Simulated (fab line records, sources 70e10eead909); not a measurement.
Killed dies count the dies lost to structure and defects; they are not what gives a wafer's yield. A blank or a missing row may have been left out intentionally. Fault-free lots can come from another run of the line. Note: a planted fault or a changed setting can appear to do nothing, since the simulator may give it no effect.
Matching of chambers + flow nand-harc + NHARC_A_STAIRCASE_TRIM_187 on rie-diel-12: 4 sister chambers
The step chemistry O2, time 211.2 s. 16 wafers are shown with their chamber, then 8 later ones without.

== WAFERS WITH THEIR CHAMBER ==
| wafer  | chamber | showerhead-plenum-p-Torr (Torr) | oes-product-au (a.u.) | rf-vpp-V (V) |
|--------|---------|---------------------------------|-----------------------|--------------|
| L075.2 | 1       | 3.65                            | 0.996                 | 57.5         |
| L075.5 | 2       | 3.39                            | 1.006                 | 57.1         |
| L075.6 | 1       | 3.65                            | 0.990                 | 56.9         |
| L077.2 | 0       | 3.78                            | 0.994                 | 59.2         |
| L077.3 | 2       | 3.39                            | 1.005                 | 55.4         |
| L077.6 | 0       | 3.78                            | 0.995                 | 58.3         |
| L079.2 | 3       | 3.28                            | 1.003                 | 57.3         |
| L079.5 | 1       | 3.64                            | 0.999                 | 57.4         |
| L079.6 | 2       | 3.38                            | 1.017                 | 58.3         |
| L086.3 | 1       | 3.64                            | 0.980                 | 57.3         |
| L086.5 | 2       | 3.38                            | 1.017                 | 57.1         |
| L086.6 | 1       | 3.64                            | 0.986                 | 57.7         |
| L086.1 | 0       | 3.77                            | 1.001                 | 57.9         |
| L086.2 | 2       | 3.38                            | 1.026                 | 58.9         |
| L086.4 | 3       | 3.80                            | 1.008                 | 58.0         |
| L087.1 | 0       | 3.76                            | 0.997                 | 57.7         |

SIGNATURES, as means of the wafers listed above
| reading                  | chamber 0 | chamber 1 | chamber 2 | chamber 3 | scatter within a chamber |
|--------------------------|-----------|-----------|-----------|-----------|--------------------------|
| showerhead-plenum-p-Torr | 3.7725    | 3.6440    | 3.3840    | 3.5400    | 0.106                    |
| oes-product-au           | 0.99675   | 0.99020   | 1.01420   | 1.00550   | 0.00696                  |
| rf-vpp-V                 | 58.275    | 57.360    | 57.360    | 57.650    | 0.874                    |
Rule: for a wafer and a chamber, the distance is found by dividing, reading by reading, the gap between the wafer's reading and the chamber's mean by the reading's scatter, squaring, summing and taking the root. If the next closest chamber is less than 2 further off than the closest, the wafer can't be placed; otherwise it belongs to the closest. How the scatter is found: for the shown wafers, subtract from each reading the mean of its chamber, square and add these, divide the total by (wafers less chambers), then take the root.

== WAFERS MISSING THEIR CHAMBER ==
| wafer  | showerhead-plenum-p-Torr (Torr) | oes-product-au (a.u.) | rf-vpp-V (V) |
|--------|---------------------------------|-----------------------|--------------|
| L087.2 | 3.37                            | 1.011                 | 58.3         |
| L087.6 | 3.37                            | 1.007                 | 56.8         |
| L093.1 | 3.76                            | 0.999                 | 57.9         |
| L093.2 | 3.36                            | 1.011                 | 58.9         |
| L093.3 | 3.62                            | 0.982                 | 57.1         |
| L095.2 | 3.75                            | 0.982                 | 58.3         |
| L095.3 | 3.79                            | 1.017                 | 57.3         |
| L095.6 | 3.36                            | 1.005                 | 57.8         |

== WHICH CHAMBER EACH ONE RAN IN ==
| wafer  | from the rows above               | in truth |
|--------|-----------------------------------|----------|
| L087.2 | can't be placed: 2 or 3           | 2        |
| L087.6 | can't be placed: 2 or 3           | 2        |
| L093.1 | can't be placed: 0 or 1 or 3      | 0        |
| L093.2 | can't be placed: 2 or 3           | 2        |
| L093.3 | can't be placed: 1 or 0           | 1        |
| L095.2 | can't be placed: 1 or 0           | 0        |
| L095.3 | can't be placed: 3 or 0 or 2 or 1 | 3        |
| L095.6 | can't be placed: 2 or 3           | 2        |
Placed correctly: 0 of 8. From these rows, 8 cannot be placed; in 8 the true chamber is one of the candidates. Placed wrongly: 0.
